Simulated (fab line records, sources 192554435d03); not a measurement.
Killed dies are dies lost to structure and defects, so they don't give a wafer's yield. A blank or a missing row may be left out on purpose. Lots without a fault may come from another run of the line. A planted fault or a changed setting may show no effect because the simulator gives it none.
fab line records | flow n5_finfet
record lots=4 wafers=12 last_day=18
route steps=1938 shown MOL_CONTACT_COAG@607 BEOL_M0_SAQP@632 PASSIVATION@1936
lots that met no fault: from a run of the same line without faults
start_h: hours from the record's first day to the start of the lot's first wafer shown | wait_h: hours since the lot's step before | " the same as in the row above | L1.1+2: a row that stands for several wafers | - no value, or no start given | * or withheld: withheld | < > ~ a bound
route shown NAME@n: a module of which the file shows steps, and the number in the route of the first | usual: mean/standard deviation of fault-free wafers | same: alike in all rows | chamber/n: place in a boat | sites: the reading at each site | _std_site: their standard deviation | _edge_site: outer sites' mean less inner sites' | radius_mm: how far each site lies from the wafer's centre | mask NAME#n: copy n | behind: the tool/chamber that last shaped the wafer | hold: why the lot was held/for how many hours/how that ended | device: the transistor (n, p or np) that didn't switch | end of line: the same wafers' tests at the end of the route | a step without rows: its recipe alone | killed: dies lost to structure and defects at the first sort, not the wafer's yield | map: a wafer's dies, x killed, . not, _ none there
set.NAME: the setting as run; set.NAME@STEP: as run at that earlier step | model.NAME: the simulator's own value behind a step, which no gauge read
lots at some steps of the route; a table a step, a row a wafer
## steps
# step N5_MOL_CONTACT_COAG_ETCH_66
# recipe chemistry=CF4 target=SiARC target_depth_a=130 mask_material=CAR-EUV time_s=21.7 ion_energy_ev=80 pressure_mtorr=40 source_w=545 bias_w=36 Ar_flow_sccm=100 cf4_flow_sccm=100 ends=cleared
# step N5_MOL_CONTACT_COAG_ALD_133
# recipe material=SiO2 target_thk_a=50 temp_c=100 ald_precursor_family=BDEAS ald_co_reactant=O2-plasma pulse_time_s=1 co_reactant_pulse_time_s=1 purge_time_s=2 co_reactant_purge_time_s=2 ald_cycles=35 pressure_torr=2
# step N5_MOL_CONTACT_COAG_ETCHBACK_134
# recipe chemistry=CHF3 target=SiO2 target_depth_a=100 time_s=6.7 ion_energy_ev=200 pressure_mtorr=30 source_w=610 bias_w=170 Ar_flow_sccm=200 CHF3_flow_sccm=50
# step N5_MOL_CONTACT_COAG_ETCH_67
# recipe chemistry=N2/H2 target=SOC target_depth_a=600 overetch_a=210 mask_material=SiARC temp_c=40 time_s=101.2 ion_energy_ev=200 pressure_mtorr=30 source_w=840 bias_w=150 n2_flow_sccm=200 h2_flow_sccm=200
# step N5_MOL_CONTACT_COAG_STRIP_68
# recipe chemistry=N2/H2 temp_c=40 n2_flow_sccm=200 h2_flow_sccm=200 rf_frequency_hz=6e+07
# step N5_MOL_CONTACT_COAG_STRIP_69
# recipe chemistry=N2/H2 temp_c=40 n2_flow_sccm=200 h2_flow_sccm=200 rf_frequency_hz=6e+07
# step N5_MOL_CONTACT_COAG_ETCHBACK_136
# recipe chemistry=CHF3 target=SiO2 target_depth_a=250 time_s=16.7 ion_energy_ev=200 pressure_mtorr=30 source_w=610 bias_w=170 Ar_flow_sccm=200 CHF3_flow_sccm=50
# step N5_MOL_CONTACT_COAG_STRIP_120
# recipe chemistry=CHF3 resist=SiARC rf_frequency_hz=6e+07
# step N5_MOL_CONTACT_COAG_VIA_ETCH_117
# recipe chemistry=C4F6/O2 target_depth_a=400 overetch_a=80 mask_material=SOC target=SiO2 bias_w=455 pressure_mtorr=10 time_s=26 source_w=325 Ar_flow_sccm=300 C4F6_flow_sccm=10 O2_flow_sccm=10 ion_energy_ev=575.3 ends=end_point
# step N5_MOL_CONTACT_COAG_ETCH_124
# recipe chemistry=CH3F/O2 target=SiNx target_depth_a=65 mask_material=SOC stop_on=SiOC over_etch_frac=0.3 ion_energy_ev=120 pressure_mtorr=30 source_w=395 bias_w=73 Ar_flow_sccm=150 CH3F_flow_sccm=30 O2_flow_sccm=20 ends=end_point
# step N5_MOL_CONTACT_COAG_ETCH_48
# recipe chemistry=C4F6/O2 target_depth_a=150 overetch_a=45 mask_material=SOC target=SiOC bias_w=465 pressure_mtorr=10 time_s=17 source_w=335 Ar_flow_sccm=300 C4F6_flow_sccm=10 O2_flow_sccm=10 ion_energy_ev=576
# step N5_MOL_CONTACT_COAG_STRIP_72
# recipe chemistry=N2/H2 power_w=450 temp_c=40 pressure_mtorr=20 rf_frequency_hz=6e+07 overash_fraction=3 bias_power_w=7 h2_frac=0.5 n2_flow_sccm=200 h2_flow_sccm=200
# step N5_MOL_CONTACT_COAG_STRIP_49
# recipe chemistry=N2/H2 time_s=30 power_w=1000 temp_c=250 pressure_mtorr=withheld n2_flow_sccm=1750 h2_flow_sccm=3250
# usual drypump_motor_current_A=5.9/0.37 heater_power_w=318/47
# columns lot.wafer tool chamber start_h wait_h drypump_motor_current_A heater_power_w rf_hours_counter_h
L367.1 plasma_asher-01 1 149.19 - 5.5 347 90
L367.2 " 0 " " 5.8 257 90
L367.3 " 1 " " 5.5 347 -
L369.1 plasma_asher-01 0 155.58 - 5.8 268 92
L369.2 " 1 " " 5.5 351 92
L369.3 " 1 " " 5.5 346 -
L370.3 plasma_asher-01 0 166.78 - 5.7 260 -
L370.5 " 1 " " 5.5 347 -
L370.6 " 0 " " 5.7 271 -
L378.1 plasma_asher-02 0 210.70 - 6.1 387 69
L378.3 " 1 " " 6.4 289 -
L378.5 " 1 " " 6.5 281 -
# step N5_MOL_CONTACT_COAG_PRECLEAN_138
# recipe chemistry=alkaline_clean temp_c=60 time_s=60 do_ppb=50
# step N5_MOL_CONTACT_COAG_SRD_139
# recipe dry=ipa_marangoni time_s=30 temp_c=23 rinse_liquid=diw
# step N5_MOL_CONTACT_COAG_PRE_CLEAN_121
# recipe gas=H2/He time_s=* temp_c=withheld
# step N5_MOL_CONTACT_COAG_CVD_140
# recipe material=W target_thk_a=665 mode=selective_fill temp_c=300 time_s=215
# step N5_MOL_CONTACT_COAG_PRECLEAN_127
# recipe chemistry=DIW time_s=57.5 temp_c=23
# step N5_MOL_CONTACT_COAG_SRD_128
# recipe dry_time_s=32 dry=n2_spin spin_rpm=1500
# step N5_MOL_CONTACT_COAG_CMP_52
# recipe stop_on=SiO2 t_overpolish_s=1.5 post_cmp_clean=w_dilute_nh4oh down_force_psi=4 platen_rpm=50.289 pad_velocity_m_s=1.0006 target_thk_nm=66.5
# step N5_MOL_CONTACT_COAG_ANNEAL_112
# recipe temp_c=400 time_s=1800 ambient=HPD2 pressure_atm=10
# step N5_BEOL_M0_SAQP_PECVD_00
# recipe material=SiCN target_thk_a=80 temp_c=withheld precursor=3MS/NH3 pressure_torr=3 rf_w=202 time_s=14
# step N5_BEOL_M0_SAQP_ILD_DEP_01
# recipe material=SiOC target_thk_a=454.19 temp_c=350 precursor=DEMS/O2 pressure_torr=5 rf_w=500 time_s=8.7
# step N5_BEOL_M0_SAQP_HM_DEP_02
# recipe material=TiN target_thk_a=120 temp_c=25 chamber_pressure_pa=0.49996
# step N5_BEOL_M0_SAQP_PECVD_03
# recipe material=SiCN target_thk_a=120 temp_c=withheld precursor=3MS/NH3 pressure_torr=3 rf_w=202 time_s=21.1
# step N5_BEOL_M0_SAQP_PECVD_96
# recipe material=a-Si target_thk_a=450 temp_c=350 precursor=SiH4/He pressure_torr=3 rf_w=100 time_s=45.2
# step N5_BEOL_M0_SAQP_PECVD_97
# recipe material=SiNx target_thk_a=230 temp_c=350 precursor=SiH4/NH3/N2 pressure_torr=1.5 rf_w=300 time_s=19.9
# step N5_BEOL_M0_SAQP_PECVD_04
# recipe material=a-Si target_thk_a=600 temp_c=350 precursor=SiH4/He pressure_torr=3 rf_w=100 time_s=60.2
# step N5_BEOL_M0_SAQP_HM_DEP_111
# recipe material=SiO2 target_thk_a=120 temp_c=400 precursor=SiH4/N2O pressure_torr=0.75 rf_w=275 time_s=7.2
# step N5_BEOL_M0_SAQP_COAT_81
# recipe resist=SOC temp_c=250 time_s=60 spin_rpm=1500 resist_thk_nm=100
# step N5_BEOL_M0_SAQP_COAT_82
# recipe resist=SiARC temp_c=220 time_s=60 spin_rpm=1500 resist_thk_nm=30
# step N5_BEOL_M0_SAQP_COAT_08
# recipe resist=CAR-ArF spin_rpm=1500 resist_thk_nm=90
# step N5_BEOL_M0_SAQP_EBR_10
# recipe solvent=PGMEA ebr_width_mm=1.5
# step N5_BEOL_M0_SAQP_SOFTBAKE_09
# recipe temp_c=110 time_s=60 resist=CAR-ArF
# step N5_BEOL_M0_SAQP_EXPOSE_11
# recipe mask_id=M0_CORE na=1.35 source_shape=dipole sigma_inner=0.538 sigma_outer=0.738 polarization=te target_cd_nm=42 dose_mj=55
# step N5_BEOL_M0_SAQP_PEB_12
# recipe peb_temp_c=withheld peb_time_s=60 resist=CAR-ArF
# step N5_BEOL_M0_SAQP_DEVELOP_13
# recipe develop_time_s=30 developer=TMAH resist=CAR-ArF dev_temp_c=23 rinse_liquid=diw dry=air_spin
# step N5_PASSIVATION_PROBE_49
# usual defect_limited_yield=91.1/1.4 killed_at_M0_to_M3=34/10 killed_at_M4_up=14/5.5 killed_at_contacts=12/5.1 killed_at_front_end=41/12 killed_at_other=4/3.1 killed_dies=105/17 killed_on_rim=13/3.7 killed_open=70/13 killed_short=33/7.6 sort_bin_5_function=5.3/0.98 sort_bin_6_memory=3.3/0.67 sort_n_pass=1075/17 sort_yield_pct=91.1/1.4
# same gross_dies=1180 killed_at_back_side=0 sort_bin_4_leakage[%]=0 sort_bin_8_speed[%]=0
# columns lot.wafer tool chamber start_h wait_h defect_limited_yield[%] killed_at_M0_to_M3 killed_at_M4_up killed_at_contacts killed_at_front_end killed_at_other killed_dies killed_on_rim killed_open killed_short sort_bin_5_function[%] sort_bin_6_memory[%] sort_n_pass sort_yield_pct[%]
L367.1 prober-01 - 352.95 0.0 92.0 24 11 10 46 3 94 17 65 29 4.5 3.4 1086 92.0
L367.2 prober-01 - 353.00 0.1 88.7 30 20 15 60 8 133 17 91 42 7.0 4.0 1047 88.7
L367.3 prober-01 - 353.05 0.1 88.4 32 22 11 70 2 137 19 97 40 7.2 4.2 1043 88.4
L369.1 prober-01 - 363.15 0.0 81.4 30 8 121 59 1 219 30 73 29 10.3 4.2 961 81.4
L369.2 prober-01 - 363.20 0.1 92.5 22 13 10 42 2 89 11 54 33 4.8 2.4 1091 92.5
L369.3 prober-01 - 363.25 0.1 90.8 29 6 18 55 1 109 12 73 34 5.2 3.6 1071 90.8
L370.3 prober-02 - 383.30 0.1 79.2 39 20 127 54 5 245 32 92 39 12.0 5.4 935 79.2
L370.5 prober-02 - 383.40 0.2 90.3 36 18 7 50 4 115 16 74 39 5.6 3.8 1065 90.3
L370.6 prober-02 - 383.45 0.3 81.5 26 11 131 47 3 218 32 65 34 10.8 4.3 962 81.5
L378.1 prober-02 - 436.84 0.0 88.6 37 27 21 48 2 135 20 87 46 6.7 4.1 1045 88.6
L378.3 prober-02 - 436.94 0.1 91.1 41 13 13 32 6 105 18 72 33 5.3 3.4 1075 91.1
L378.5 prober-02 - 437.04 0.2 91.5 24 12 13 46 5 100 17 64 34 5.3 3.0 1080 91.5
# killed by level:class
L367.1 FIN_SAQP:geometric_particle:short=10 MOL_CONTACT_COAG:geometric_particle:open=9 BEOL_M4:geometric_particle:open=8 FIN_SAQP:geometric_particle:open=7 BEOL_M2:geometric_particle:open=7 STI_FIN_REVEAL:geometric_particle:open=5 ILD0:geometric_particle:open=4 BEOL_M0_SAQP:geometric_particle:open=4
L367.2 STI_FIN_REVEAL:geometric_particle:open=21 BEOL_M4:geometric_particle:open=13 MOL_CONTACT_COAG:geometric_particle:open=12 FIN_SAQP:geometric_particle:open=8 BEOL_M0_SAQP:geometric_particle:open=7 BEOL_M0_SAQP:geometric_particle:short=7 FIN_SAQP:geometric_particle:short=6 BEOL_M2:geometric_particle:open=6
L367.3 STI_FIN_REVEAL:geometric_particle:open=21 GATE_CUT:geometric_particle:short=11 MOL_CONTACT_COAG:geometric_particle:open=9 BEOL_M4:geometric_particle:open=8 BEOL_M0:geometric_particle:open=7 BEOL_M1:geometric_particle:open=7 BEOL_M2:geometric_particle:open=6 STARTING-WAFER:geometric_particle:open=6
L369.1 MOL_CONTACT_COAG:unspecified=116 STI_FIN_REVEAL:geometric_particle:open=18 FIN_SAQP:geometric_particle:open=13 BEOL_M0_SAQP:geometric_particle:open=11 GATE_CUT:geometric_particle:short=6 BEOL_M0_SAQP:geometric_particle:short=6 FIN_SAQP:geometric_particle:short=5 ILD0:geometric_particle:short=4
L369.2 FIN_SAQP:geometric_particle:short=8 MOL_CONTACT_COAG:geometric_particle:open=8 BEOL_M0:geometric_particle:open=8 BEOL_M4:geometric_particle:open=7 BEOL_M1:geometric_particle:open=6 FIN_SAQP:geometric_particle:open=5 ILD0:geometric_particle:short=5 GATE_CUT:geometric_particle:short=5
L369.3 FIN_SAQP:geometric_particle:open=16 MOL_CONTACT_COAG:geometric_particle:open=14 BEOL_M3:geometric_particle:open=9 FIN_SAQP:geometric_particle:short=6 BEOL_M1:geometric_particle:open=6 GATE_CUT:geometric_particle:short=5 ILD0:geometric_particle:short=4 MOL_CONTACT_COAG:geometric_particle:short=4
L370.3 MOL_CONTACT_COAG:unspecified=114 FIN_SAQP:geometric_particle:open=13 MOL_CONTACT_COAG:geometric_particle:open=13 BEOL_M0_SAQP:geometric_particle:short=12 FIN_SAQP:geometric_particle:short=11 BEOL_M1:geometric_particle:open=11 BEOL_M0_SAQP:geometric_particle:open=11 BEOL_M4:geometric_particle:open=7
L370.5 BEOL_M0_SAQP:geometric_particle:short=13 FIN_SAQP:geometric_particle:open=11 BEOL_M0_SAQP:geometric_particle:open=9 GATE_CUT:geometric_particle:short=7 MOL_CONTACT_COAG:geometric_particle:open=7 STARTING-WAFER:geometric_particle:open=7 STI_FIN_REVEAL:geometric_particle:open=6 BEOL_M4:geometric_particle:open=6
L370.6 MOL_CONTACT_COAG:unspecified=117 DUMMY_GATE:geometric_particle:open=14 MOL_CONTACT_COAG:geometric_particle:open=14 BEOL_M0_SAQP:geometric_particle:short=9 STI_FIN_REVEAL:geometric_particle:open=6 GATE_CUT:geometric_particle:short=6 BEOL_M0_SAQP:geometric_particle:open=6 BEOL_M4:geometric_particle:open=6
L378.1 MOL_CONTACT_COAG:geometric_particle:open=17 BEOL_M4:geometric_particle:open=15 BEOL_M3:geometric_particle:open=9 STI_FIN_REVEAL:geometric_particle:open=8 DUMMY_GATE:geometric_particle:open=7 BEOL_M0_SAQP:geometric_particle:short=7 GATE_CUT:geometric_particle:short=6 BEOL_M0_SAQP:geometric_particle:open=6
L378.3 BEOL_M1:geometric_particle:open=12 MOL_CONTACT_COAG:geometric_particle:open=11 DUMMY_GATE:geometric_particle:open=9 BEOL_M3:geometric_particle:open=8 STI_FIN_REVEAL:geometric_particle:open=6 BEOL_M0_SAQP:geometric_particle:short=5 BEOL_M4:geometric_particle:open=5 FIN_SAQP:geometric_particle:short=4
L378.5 FIN_SAQP:geometric_particle:short=12 MOL_CONTACT_COAG:geometric_particle:open=11 DUMMY_GATE:geometric_particle:open=9 BEOL_M3:geometric_particle:open=7 FIN_SAQP:geometric_particle:open=6 BEOL_M1:geometric_particle:open=4 BEOL_M3:geometric_particle:short=4 BEOL_M5:geometric_particle:open=4
# map L369.1 (x killed, . not)
_________________.....x......________________
______________.....x....x......._____________
___________x.xx...x...x............__________
__________xxxxxxx..................._________
________xxxxxxxxx........x............_______
_______xxxxxxxxxxx.....x...............______
______xxxxxxxxx.x.............x........x_____
_____xxxxxxxxxxxx..........x.............____
____xxxxxxxxxxxx..x...............x...x...___
___xxxxxxxxxxxxxxx.....x.....x.....x.......__
___xxxxxxxxxxxxxx..x..........x..........x.__
__.xxxxxxxxxxxxx...x...xxx......x..........._
__.x..xxx...x.x..............x.............x_
_......xx...xxx..x........x............x.x...
_.x..........x.x..x..............x...x.......
_..x...................x...x......x....x.....
_.........x.x....x..xx...x..x..x.............
_..................xxx.....x.x...x.......x...
_........x..x..............x........x........
_..x.................x..................x....
_......x.........x...........................
__....................................x....._
__............x.....x...x...x...........x..._
___..x.......x.....xx.....xx...............__
___............x.xx....x..................x__
____.......x..............................___
_____........x.......x.............x....x____
______...........x..x.........x......x.._____
_______.x....x...x.............x.......______
________...x...............x.........._______
__________.........................._________
___________..x.............x....x..__________
______________...x..........x..._____________
_________________............________________
# map L370.3 (x killed, . not)
_________________............________________
______________........x.....x..._____________
___________xx.....................x__________
__________xxxx......x....x.........._________
________xxxxxxxxx....x......x........._______
_______xxxxxxxx.x..x..........x......x.______
______xxxxxxxxxxx..............x........_____
_____xxxxxxxxxx.xxx.x...x.........x.x.x.x____
____xxxxxxxxxxxxxxx......x.....xx.x.......___
___xxxxxxxxxxxxxx..xx.....xx..x.........x..__
___.xxxxxxxxxxx.x......x..x.x..........xx..__
__xx.xxxxxxx.xx.x..x.x...x.....x............_
__xx.x..xx.x.xxx.x.......x..x.x........x.x.._
_.xxx...x.x.xxx...........xx...x......x......
_.x..xx........x............x.x..............
_.x......x.....x.x.....x..xx......xx....x....
_....x.......................x...............
_...........x.........xx...x..x...........x..
_......x.........x.....................x.....
_...xx......x....x....x..x...............xx..
_x.................x.xx.........x..x.........
__............xx.........x............x....._
__..........xx............................xx_
___.................x..x..x.......x........__
___..xx........xx..x..............x.....xx.__
____...................................x..___
_____............x...........x...........____
______...x.........x...x.x.........x...._____
_______...........x..............x..x..______
________.............................._______
__________x.x......................._________
___________x.x.x.xx................__________
______________.......x.....x...._____________
_________________............________________
## key
first_sign step=N5_PASSIVATION_PROBE_49 reading=killed_at_contacts direction=up sigmas=22 usual=12 struck=126
effect step=N5_PASSIVATION_PROBE_49 reading=killed_dies direction=up sigmas=7.2 usual=105 struck=227
more_kills_born_at N5_MOL_CONTACT_COAG_STRIP_49@plasma_asher-01=347
met_at N5_MOL_CONTACT_COAG_STRIP_49
struck_wafers L369.1,L370.3,L370.6
onset_between 149.19 155.58
fault kind=chamber_particle_source tool=plasma_asher-01 chamber=0 onset_h=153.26 steps=N5_MOL_CONTACT_COAG_STRIP_49 rate_per_visit_cm2=1.5699 end_h=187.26
